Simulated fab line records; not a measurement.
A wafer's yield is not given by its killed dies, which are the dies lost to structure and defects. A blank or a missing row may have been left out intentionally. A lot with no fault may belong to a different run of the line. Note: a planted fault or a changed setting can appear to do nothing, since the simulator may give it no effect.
Matching of chambers | flow n5 finfet | N5_BEOL_M3_ALD_84 on ald metal-04 has 4 sister chambers
The step deposits TaN, pulse time 2 s, purge time 3 s, co reactant purge time 2 s. 4 wafers are shown with their chamber, then 11 later ones without.

WAFERS WITH THEIR CHAMBER
wafer  | chamber | heater power outer w (W)
L088.2 | 3       | 218
L089.1 | 0       | 231
L089.6 | 1       | 234
L090.1 | 2       | 256

WAFERS MISSING THEIR CHAMBER
wafer  | heater power outer w (W)
L090.3 | 229
L090.5 | 228
L091.2 | 221
L091.3 | 232
L091.4 | 232
L095.1 | 220
L095.3 | 229
L095.4 | 226
L096.1 | 263
L096.2 | 226
L096.3 | 218

EACH ONE'S CHAMBER
wafer  | from the rows above          | in truth
L090.3 | can't be placed: 0 or 1      | 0
L090.5 | can't be placed: 0 or 1      | 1
L091.2 | 3                            | 3
L091.3 | can't be placed: 0 or 1      | 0
L091.4 | can't be placed: 0 or 1      | 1
L095.1 | 3                            | 3
L095.3 | can't be placed: 0 or 1      | 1
L095.4 | can't be placed: 0 or 1 or 3 | 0
L096.1 | 2                            | 2
L096.2 | can't be placed: 0 or 1 or 3 | 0
L096.3 | 3                            | 3
Correct placement for 4 of the 11. These rows do not allow placing 7 (true chamber among the candidates in 7). 0 placed wrongly.
How it was worked out, from the rows above alone: a wafer's distance from a chamber is the root of the sum, over the readings, of the square of ((its reading less the chamber's mean) divided by the reading's scatter). If the next closest chamber is less than 2 further off than the closest, the wafer can't be placed; otherwise it belongs to the closest. Each chamber's mean is taken over the wafers shown for it. The scatter: with one shown wafer a chamber, the root of the mean of the squares of how far each hidden wafer lies from its nearest shown one.
